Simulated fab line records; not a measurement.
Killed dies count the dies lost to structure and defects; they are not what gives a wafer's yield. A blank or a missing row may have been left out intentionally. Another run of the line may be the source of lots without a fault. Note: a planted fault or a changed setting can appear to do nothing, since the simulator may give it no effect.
fab line records    flow n5_finfet
[record] lots = 7  wafers = 39
route steps=1938 shown DUMMY_GATE@237 SPACER0@260 SD_EPI_N@262 MOL_CONTACT_COAG@535
start_h: start of the lot's first displayed wafer, in hours after the record's first day    wait_h: time in hours since the lot's previous step    " identical to the entry in the row above    L1.1+2: a row that stands for several wafers    - no value, or no start given    * or withheld: withheld    < > ~ a bound
route shown NAME@n: a module of which the file shows steps, and the number in the route of the first    usual: average and standard deviation across the fault-free wafers    same: alike in all rows    chamber/n: place in a boat    sites: per-site readings    _std_site: the standard deviation of these    _edge_site: mean of outer sites minus mean of inner sites    radius_mm: how far each site lies from the wafer's centre    mask NAME#n: copy n    behind: the most recent tool/chamber to have shaped the wafer    hold: why the lot went on hold/how many hours it stayed there/how the hold came to an end    device: the transistor (n, p or np) that didn't switch    end of line: tests of these same wafers at the route's end    where a step has no rows: the recipe by itself    killed: at the first sort, the dies lost to defects and structure; wafer yield is something else    map: the dies of a wafer, with x for killed, . for not killed, _ for no die there
set.NAME: setting as actually run; set.NAME@STEP: the setting as run at that earlier step    model.NAME: the simulator's own value behind a step, which no gauge read
lots with deliberately changed settings; one table per step, one row per wafer
[[steps]]
[step N5_DUMMY_GATE_ETCH_37]
[recipe] chemistry = N2/H2  target = SOC  target_depth_a = 600  overetch_a = 300  temp_c = 40  ion_energy_ev = 200  pressure_mtorr = 30  source_w = 840  bias_w = 150  n2_flow_sccm = 200  h2_flow_sccm = 200
[usual] rf_vpp_V = 525/3.1
lot.wafer  tool         chamber  start_h  wait_h  set.source_w  rf_vpp_V
L074.1     rie_diel-05  2        50.07    0.0     711.7         550
L074.2     "            3        "        "       840           523
L074.3     "            0        "        "       711.7         557
L074.4     "            2        "        "       711.7         550
L074.5     "            0        "        "       840           528
L074.6     "            3        "        "       840           522
L077.1     rie_diel-04  1        63.50    0.0     840           526
L077.2     "            0        "        "       840           522
L077.3     "            3        "        "       840           528
L077.4     "            2        "        "       840           520
L077.5     "            3        "        "       840           526
L077.6     "            2        "        "       840           520
L081.3     rie_diel-04  2        90.30    0.0     840           521
L081.5     "            0        "        "       840           525
L081.6     "            1        "        "       840           527
L083.1     rie_diel-03  3        98.84    0.0     840           524
L083.2     "            1        "        "       718.8         552
L083.3     "            2        "        "       840           526
L083.4     "            0        "        "       718.8         551
L083.5     "            3        "        "       718.8         552
L083.6     "            2        "        "       840           525
L085.1     rie_diel-04  2        112.98   0.0     957.7         499
L085.2     "            0        "        "       840           525
L085.3     "            3        "        "       840           527
L085.4     "            1        "        "       840           527
L085.5     "            1        "        "       957.7         506
L085.6     "            0        "        "       957.7         502
L087.1     rie_diel-05  1        128.36   0.0     840           529
L087.2     "            3        "        "       840           524
L087.3     "            0        "        "       840           528
L087.4     "            0        "        "       725.4         555
L087.5     "            1        "        "       725.4         556
L087.6     "            3        "        "       725.4         548
L097.1     rie_diel-03  0        186.95   0.0     840           522
L097.2     "            2        "        "       840           526
L097.3     "            3        "        "       840           524
L097.4     "            1        "        "       840           523
L097.5     "            0        "        "       840           521
L097.6     "            1        "        "       840           524
[step N5_DUMMY_GATE_ETCH_32]
[recipe] chemistry = CF4  target = SiO2  target_depth_a = 35  time_s = 3.9  ion_energy_ev = 350  pressure_mtorr = 10  icp_w = 800  bias_w = 400  cf4_flow_sccm = 80
lot.wafer  tool       chamber  start_h  wait_h  set.time_s  model.etch.depth_nm
L074.1     rie_si-02  2        50.89    0.1     3.9         3.532
L074.2     "          0        "        "       4.37        3.887
L074.3     "          3        "        "       3.9         3.6
L074.4     "          1        "        "       4.37        3.946
L074.5     "          1        "        "       4.37        3.985
L074.6     "          0        "        "       3.9         3.462
L077.1     rie_si-02  1        64.03    0.1     3.9         3.541
L077.2     "          3        "        "       3.9         3.617
L077.3     "          2        "        "       4.546       4.111
L077.4     "          0        "        "       4.546       4.08
L077.5     "          0        "        "       4.546       4.074
L077.6     "          1        "        "       3.9         3.533
L081.3     rie_si-02  0        90.82    0.1     3.9         3.473
L081.5     "          1        "        "       3.9         3.566
L081.6     "          2        "        "       3.9         3.561
L083.1     rie_si-06  3        99.36    0.1     3.9         3.547
L083.2     "          1        "        "       3.9         3.572
L083.3     "          0        "        "       3.528       3.284
L083.4     "          2        "        "       3.528       3.007
L083.5     "          2        "        "       3.528       3.002
L083.6     "          3        "        "       3.9         3.563
L085.1     rie_si-02  2        113.50   0.1     3.9         3.524
L085.2     "          0        "        "       3.9         3.506
L085.3     "          3        "        "       3.549       3.276
L085.4     "          1        "        "       3.549       3.235
L085.5     "          0        "        "       3.9         3.46
L085.6     "          1        "        "       3.549       3.209
L087.1     rie_si-02  2        128.97   0.1     3.147       2.801
L087.2     "          3        "        "       3.9         3.627
L087.3     "          1        "        "       3.147       2.856
L087.4     "          0        "        "       3.9         3.468
L087.5     "          3        "        "       3.9         3.638
L087.6     "          2        "        "       3.147       2.828
L097.1     rie_si-06  0        187.83   0.1     4.732       4.48
L097.2     "          2        "        "       3.9         3.381
L097.3     "          3        "        "       3.9         3.621
L097.4     "          1        "        "       4.732       4.373
L097.5     "          0        "        "       3.9         3.689
L097.6     "          3        "        "       4.732       4.384
[step N5_SPACER0_ALD_08]
[recipe] material = SiNx  target_thk_a = 20  temp_c = 400  ald_precursor_family = SiH2I2  ald_co_reactant = N2/H2-plasma  pressure_torr = 2
lot.wafer   tool        chamber  start_h  wait_h  set.target_thk_a
L074.1+4+6  ald_sin-04  3,2,2    51.88    0.1     17.44
L074.2+3+5  "           1,0,3    "        "       20
L077.1+3+6  ald_sin-03  2,0,1    66.05    0.1     17.24
L077.2+4+5  "           1,3,0    "        "       20
L081.3+5+6  ald_sin-04  2,0,1    91.75    0.1     20
L083.1+4+6  ald_sin-02  2,0,2    100.64   0.1     17.65
L083.2+3+5  "           1,3,3    "        "       20
L085.1+3+6  ald_sin-03  2,0,0    114.43   0.1     21.22
L085.2+4+5  "           1,3,1    "        "       20
L087.1+2+4  ald_sin-03  0,3,1    130.47   0.1     22.63
L087.3+5+6  "           2,1,2    "        "       20
L097.1+3+4  ald_sin-04  1,2,0    189.33   0.1     20
L097.2+5+6  "           3,3,2    "        "       20.85
[step N5_SD_EPI_N_COAT_32]
[recipe] resist = SOC  temp_c = 250  time_s = 60  spin_rpm = 1500  resist_thk_nm = 350
[step N5_SD_EPI_N_SD_RECESS_17]
[recipe] chemistry = HBr/Cl2/O2  target_depth_a = 410  mask_material = SOC  time_s = 23.7  bt_time_s = 3  pressure_mtorr = 10  icp_w = 800  bias_w = 112  HBr_flow_sccm = 150  Cl2_flow_sccm = 80  O2_flow_sccm = 12
[step N5_SD_EPI_N_STRIP_38]
[recipe] chemistry = N2/H2  power_w = 1000  temp_c = 250  h2_frac = 0.65  overash_fraction = 0.3  pressure_mtorr = withheld  n2_flow_sccm = 1750  h2_flow_sccm = 3250
[step N5_SD_EPI_N_WET_ETCH_43]
[recipe] chemistry = dHF  dilution = withheld  time_s = 14  target = SiO2  target_depth_a = 15  temp_c = 25
lot.wafer   tool          chamber  start_h  wait_h  set.target_thk_a@SPACER0_ALD_08  model.SiNx_of_SPACER0_ALD_08.thk_nm
L074.1+4+6  wet_bench-02  5,6,0    53.27    -       17.44                            1.2
L074.2+3+5  "             7,4,1    "        "       20                               1.6
L077.1+3+6  wet_bench-06  7,0,2    67.57    -       17.24                            1.2
L077.2+4+5  "             4,1,3    "        "       20                               1.6
L081.3+5+6  wet_bench-04  1,6,4    93.52    -       20                               1.6
L083.1+4+6  wet_bench-04  3,5,4    102.46   -       17.65                            1.2
L083.2+3+5  "             7,2,6    "        "       20                               1.6
L085.1+3+6  wet_bench-06  7,6,5    115.82   -       21.22                            1.6
L085.2+4+5  "             1,4,0    "        "       20                               1.6
L087.1+2+4  wet_bench-02  7,5,6    131.89   -       22.63                            1.8
L087.3+5+6  "             4,3,2    "        "       20                               1.6
L097.1+3    wet_bench-02  7,5      190.76   -       20                               1.6
L097.2+5+6  "             6,1,0    "        "       20.85                            1.6
L097.4      "             2        "        "       20                               1.4
[step N5_SD_EPI_N_STRIP_18]
[recipe] chemistry = SPM  time_s = 750  temp_c = 130  h2so4_h2o2_vol_ratio = 4
[step N5_SD_EPI_N_SRD_20]
[recipe] dry = ipa_marangoni  do_ppb = 5  time_s = 30  temp_c = 23  rinse_liquid = diw
[step N5_SD_EPI_N_PRECLEAN_48]
[recipe] chemistry = NF3:NH3  afs_cycles = 2  temp_c = 30  time_s = 20  sublimation_temp_c = 180  sublimation_time_s = 60  pressure_torr = 3  rf_power_w = 30
lot.wafer   tool          chamber  start_h  wait_h  set.target_thk_a@SPACER0_ALD_08  model.SiNx_of_SPACER0_ALD_08.thk_nm
L074.1+4+6  epi_rpcvd-02  0        53.53    0.0     17.44                            1
L074.2+3+5  "             0        "        "       20                               1.2
L077.1+3+6  epi_rpcvd-03  0        67.84    0.0     17.24                            1
L077.2+4+5  "             0        "        "       20                               1.4
L081.3+5+6  epi_rpcvd-04  0        93.90    0.2     20                               1.2
L083.1+4+6  epi_rpcvd-04  0        103.26   0.5     17.65                            1
L083.2      "             0        "        "       20                               1.4
L083.3+5    "             0        "        "       20                               1.2
L085.1+3+6  epi_rpcvd-04  0        116.08   0.0     21.22                            1.4
L085.2+5    "             0        "        "       20                               1.4
L085.4      "             0        "        "       20                               1.2
L087.1+2+4  epi_rpcvd-02  0        132.16   0.0     22.63                            1.6
L087.3      "             0        "        "       20                               1.2
L087.5+6    "             0        "        "       20                               1.4
L097.1+3+4  epi_rpcvd-04  0        191.05   0.0     20                               1.2
L097.2+5+6  "             0        "        "       20.85                            1.4
[step N5_MOL_CONTACT_COAG_CONTACT_ETCH_14]
[recipe] chemistry = C4F6/O2  target = SiO2  target_depth_a = 275  overetch_a = 85  mask_material = SOC  pressure_mtorr = 30  source_w = 370  bias_w = 185  Ar_flow_sccm = 300  C4F6_flow_sccm = 16  O2_flow_sccm = 10  time_s = 20  ion_energy_ev = 259.6
[usual] rf_vpp_V = 692.9/2.8
lot.wafer  tool         chamber  start_h  wait_h  set.source_w  rf_vpp_V
L074.1     rie_diel-02  2        90.82    0.0     370           689.3
L074.2     "            1        "        "       370           693.0
L074.3     "            0        "        "       370           689.4
L074.4     "            2        "        "       370           688.7
L074.5     "            0        "        "       370           689.9
L074.6     "            1        "        "       370           695.1
L077.1     rie_diel-01  0        106.96   0.0     370           694.8
L077.2     "            3        "        "       416.6         662.9
L077.3     "            1        "        "       416.6         670.8
L077.4     "            2        "        "       370           693.8
L077.5     "            3        "        "       370           692.1
L077.6     "            0        "        "       416.6         671.9
L081.3     rie_diel-01  1        130.75   0.0     370           694.3
L081.5     "            0        "        "       370           693.9
L081.6     "            1        "        "       370           695.1
L083.1     rie_diel-01  2        139.46   0.0     370           692.7
L083.2     "            3        "        "       370           692.3
L083.3     "            0        "        "       345           710.8
L083.4     "            1        "        "       370           695.1
L083.5     "            0        "        "       345           712.1
L083.6     "            3        "        "       345           703.2
L085.1     rie_diel-06  2        155.29   0.0     343           711.2
L085.2     "            3        "        "       370           688.4
L085.3     "            0        "        "       343           710.3
L085.4     "            2        "        "       370           696.3
L085.5     "            0        "        "       343           710.7
L085.6     "            3        "        "       370           687.9
L087.1     rie_diel-06  3        170.53   0.0     406.7         666.0
L087.2     "            1        "        "       370           690.7
L087.3     "            0        "        "       370           697.4
L087.4     "            2        "        "       406.7         674.8
L087.5     "            0        "        "       370           696.2
L087.6     "            1        "        "       406.7         671.8
L097.1     rie_diel-01  0        231.06   0.0     370           692.7
L097.2     "            3        "        "       370           691.1
L097.3     "            2        "        "       370           693.5
L097.4     "            1        "        "       370           693.9
L097.5     "            2        "        "       370           694.0
L097.6     "            3        "        "       370           691.3
[step N5_MOL_CONTACT_COAG_EXPOSE_37]
[recipe] mask_id = VD  na = 0.33  source_shape = annular  sigma_inner = 0.3  sigma_outer = 0.7  polarization = unpolarized  defocus_nm = 0  dose_mj = 62
lot.wafer         tool            chamber  start_h  wait_h  mask  set.dose_mj
L074.1+2+3+4+5+6  euv_scanner-01  0        101.65   -       VD#0  62
L077.1+4+6        euv_scanner-01  0        116.99   -       VD#0  66.89
L077.2+3+5        "               0        "        "       VD#0  62
L081.3+5+6        euv_scanner-01  0        141.14   -       VD#0  62
L083.1+2+3+4+5+6  euv_scanner-02  0        152.78   -       VD#0  62
L085.1+2+4        euv_scanner-01  0        169.56   -       VD#0  62
L085.3+5+6        "               0        "        "       VD#0  58.4
L087.1+5+6        euv_scanner-02  0        179.25   -       VD#0  62
L087.2+3+4        "               0        "        "       VD#0  60.52
L097.1+2+3+4+5+6  euv_scanner-01  0        243.88   -       VD#0  62
[step N5_MOL_CONTACT_COAG_PEB_38]
[recipe] peb_temp_c = 100  peb_time_s = 60  resist = CAR-EUV
[step N5_MOL_CONTACT_COAG_DEVELOP_39]
[recipe] develop_time_s = 30  developer = TMAH  resist = CAR-EUV  rinse_liquid = surfactant_rinse  dry = air_spin  dev_temp_c = 23
[step N5_MOL_CONTACT_COAG_CD_MEAS_40]
[recipe] target_cd_nm = 25.1  landing_energy_ev = 500  detector = se_inlens  polarity = opening
[usual] cd_nm = 25.14/0.25
lot.wafer  tool       chamber  start_h  wait_h  set.dose_mj@MOL_CONTACT_COAG_EXPOSE_37  cd_nm
L074.1     cd_sem-03  0        101.80   -       62                                      25.35
L074.2     "          0        "        "       62                                      25.86
L074.3     "          0        "        "       62                                      25.58
L074.4     "          0        "        "       62                                      25.33
L074.5     "          0        "        "       62                                      25.12
L074.6     "          0        "        "       62                                      25.20
L077.1     cd_sem-02  0        117.14   -       66.89                                   26.67
L077.2     "          0        "        "       62                                      25.29
L077.3     "          0        "        "       62                                      25.64
L077.4     "          0        "        "       66.89                                   26.63
L077.5     "          0        "        "       62                                      24.90
L077.6     "          0        "        "       66.89                                   26.61
L081.3     cd_sem-01  0        141.27   -       62                                      25.17
L081.5     "          0        "        "       62                                      25.07
L081.6     "          0        "        "       62                                      25.25
L083.1     cd_sem-03  0        152.93   -       62                                      24.87
L083.2     "          0        "        "       62                                      24.85
L083.3     "          0        "        "       62                                      24.91
L083.4     "          0        "        "       62                                      24.52
L083.5     "          0        "        "       62                                      25.26
L083.6     "          0        "        "       62                                      24.46
L085.1     cd_sem-01  0        169.70   -       62                                      25.32
L085.2     "          0        "        "       62                                      25.12
L085.3     "          0        "        "       58.4                                    24.12
L085.4     "          0        "        "       62                                      25.06
L085.5     "          0        "        "       58.4                                    24.12
L085.6     "          0        "        "       58.4                                    24.10
L087.1     cd_sem-03  0        179.40   -       62                                      25.48
L087.2     "          0        "        "       60.52                                   24.60
L087.3     "          0        "        "       60.52                                   24.75
L087.4     "          0        "        "       60.52                                   25.09
L087.5     "          0        "        "       62                                      25.46
L087.6     "          0        "        "       62                                      25.20
L097.1     cd_sem-01  0        244.03   -       62                                      25.25
L097.2     "          0        "        "       62                                      25.18
L097.3     "          0        "        "       62                                      25.02
L097.4     "          0        "        "       62                                      25.41
L097.5     "          0        "        "       62                                      25.27
L097.6     "          0        "        "       62                                      25.03
[step N5_MOL_CONTACT_COAG_PRECLEAN_138]
[recipe] chemistry = alkaline_clean  temp_c = 60  time_s = 60  do_ppb = 50
[step N5_MOL_CONTACT_COAG_SRD_139]
[recipe] dry = ipa_marangoni  time_s = 30  temp_c = 23  rinse_liquid = diw
[step N5_MOL_CONTACT_COAG_CD_MEAS_101]
[recipe] target_cd_nm = 16
[usual] cd_nm = 16.1/0.35
lot.wafer  tool       chamber  start_h  wait_h  set.dose_mj@MOL_CONTACT_COAG_EXPOSE_37  cd_nm
L074.1     cd_sem-01  -        103.03   0.0     62                                      16.0
L074.2     "          -        "        "       62                                      16.3
L074.3     "          -        "        "       62                                      16.2
L074.4     "          -        "        "       62                                      16.9
L074.5     "          -        "        "       62                                      16.3
L074.6     "          -        "        "       62                                      16.2
L077.1     cd_sem-01  -        118.15   0.0     66.89                                   17.5
L077.2     "          -        "        "       62                                      15.8
L077.3     "          -        "        "       62                                      15.8
L077.4     "          -        "        "       66.89                                   17.7
L077.5     "          -        "        "       62                                      15.4
L077.6     "          -        "        "       66.89                                   17.5
L081.3     cd_sem-01  -        142.46   0.0     62                                      16.4
L081.5     "          -        "        "       62                                      16.1
L081.6     "          -        "        "       62                                      16.7
L083.1     cd_sem-01  -        153.97   0.0     62                                      15.5
L083.2     "          -        "        "       62                                      15.7
L083.3     "          -        "        "       62                                      15.9
L083.4     "          -        "        "       62                                      15.6
L083.5     "          -        "        "       62                                      16.0
L083.6     "          -        "        "       62                                      15.7
L085.1     cd_sem-01  -        170.65   0.0     62                                      15.7
L085.2     "          -        "        "       62                                      16.4
L085.3     "          -        "        "       58.4                                    14.8
L085.4     "          -        "        "       62                                      16.8
L085.5     "          -        "        "       58.4                                    15.0
L085.6     "          -        "        "       58.4                                    14.5
L087.1     cd_sem-01  -        180.73   0.0     62                                      16.8
L087.2     "          -        "        "       60.52                                   15.8
L087.3     "          -        "        "       60.52                                   16.0
L087.4     "          -        "        "       60.52                                   15.2
L087.5     "          -        "        "       62                                      16.6
L087.6     "          -        "        "       62                                      16.8
L097.1     cd_sem-03  -        245.08   0.0     62                                      15.9
L097.2     "          -        "        "       62                                      16.1
L097.3     "          -        "        "       62                                      15.7
L097.4     "          -        "        "       62                                      16.0
L097.5     "          -        "        "       62                                      16.1
L097.6     "          -        "        "       62                                      16.2
[step N5_MOL_CONTACT_COAG_ANNEAL_112]
[recipe] temp_c = 400  time_s = 1800  ambient = HPD2  pressure_atm = 10
[usual] wafer_temp_C_max = 401.7/0.34
lot.wafer  tool          chamber  start_h  wait_h  set.temp_c  wafer_temp_C_max
L074.1     hp_anneal-01  0        103.81   0.0     408.1       409.9
L074.2     "             0        "        "       408.1       409.9
L074.3     "             0        "        "       408.1       409.8
L074.4     "             0        "        "       408.1       410.2
L074.5     "             0        "        "       408.1       409.9
L074.6     "             0        "        "       408.1       410.0
L077.1     hp_anneal-01  0        119.08   0.2     410.9       413.1
L077.2     "             0        "        "       410.9       412.4
L077.3     "             0        "        "       410.9       412.7
L077.4     "             0        "        "       410.9       412.0
L077.5     "             0        "        "       410.9       413.0
L077.6     "             0        "        "       410.9       412.1
L081.3     hp_anneal-01  0        143.23   0.0     400         402.0
L081.5     "             0        "        "       400         401.8
L081.6     "             0        "        "       400         401.3
L083.1     hp_anneal-01  0        154.75   0.0     403.4       404.8
L083.2     "             0        "        "       403.4       404.8
L083.3     "             0        "        "       403.4       405.1
L083.4     "             0        "        "       403.4       404.8
L083.5     "             0        "        "       403.4       404.9
L083.6     "             0        "        "       403.4       405.4
L085.1     hp_anneal-01  0        171.43   0.0     395.2       396.8
L085.2     "             0        "        "       395.2       397.0
L085.3     "             0        "        "       395.2       396.6
L085.4     "             0        "        "       395.2       396.7
L085.5     "             0        "        "       395.2       397.3
L085.6     "             0        "        "       395.2       397.1
L087.1     hp_anneal-01  0        187.11   5.6     395         396.4
L087.2     "             0        "        "       395         397.0
L087.3     "             0        "        "       395         396.8
L087.4     "             0        "        "       395         396.5
L087.5     "             0        "        "       395         396.5
L087.6     "             0        "        "       395         396.5
L097.1     hp_anneal-01  0        245.88   0.0     400         402.4
L097.2     "             0        "        "       400         401.5
L097.3     "             0        "        "       400         401.5
L097.4     "             0        "        "       400         401.6
L097.5     "             0        "        "       400         402.0
L097.6     "             0        "        "       400         401.7
[[key]]
[split] step = N5_DUMMY_GATE_ETCH_37  setting = source_w  stated = 840  by = wafer
[response] step = N5_DUMMY_GATE_ETCH_37  reading = rf_vpp_V  change = -1.83  per = 1%  r = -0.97
[split] step = N5_DUMMY_GATE_ETCH_32  setting = time_s  stated = 3.9  by = wafer
[response] step = N5_DUMMY_GATE_ETCH_32  reading = model.etch.depth_nm  change = +0.0373  per = 1%  r = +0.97
[split] step = N5_SPACER0_ALD_08  setting = target_thk_a  stated = 20  by = wafer
[response] step = N5_SD_EPI_N_WET_ETCH_43  reading = model.SiNx_of_SPACER0_ALD_08.thk_nm  change = +0.0253  per = 1%  r = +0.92
[response] step = N5_SD_EPI_N_PRECLEAN_48  reading = model.SiNx_of_SPACER0_ALD_08.thk_nm  change = +0.0222  per = 1%  r = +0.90
[split] step = N5_MOL_CONTACT_COAG_CONTACT_ETCH_14  setting = source_w  stated = 370  by = wafer
[response] step = N5_MOL_CONTACT_COAG_CONTACT_ETCH_14  reading = rf_vpp_V  change = -2.25  per = 1%  r = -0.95
[split] step = N5_MOL_CONTACT_COAG_EXPOSE_37  setting = dose_mj  stated = 62  by = wafer
[response] step = N5_MOL_CONTACT_COAG_CD_MEAS_40  reading = cd_nm  change = +0.179  per = 1%  r = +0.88
[response] step = N5_MOL_CONTACT_COAG_CD_MEAS_101  reading = cd_nm  change = +0.261  per = 1%  r = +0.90
[split] step = N5_MOL_CONTACT_COAG_ANNEAL_112  setting = temp_c  stated = 400  by = lot
[response] step = N5_MOL_CONTACT_COAG_ANNEAL_112  reading = wafer_temp_C_max  change = *  per = 1%  r = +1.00
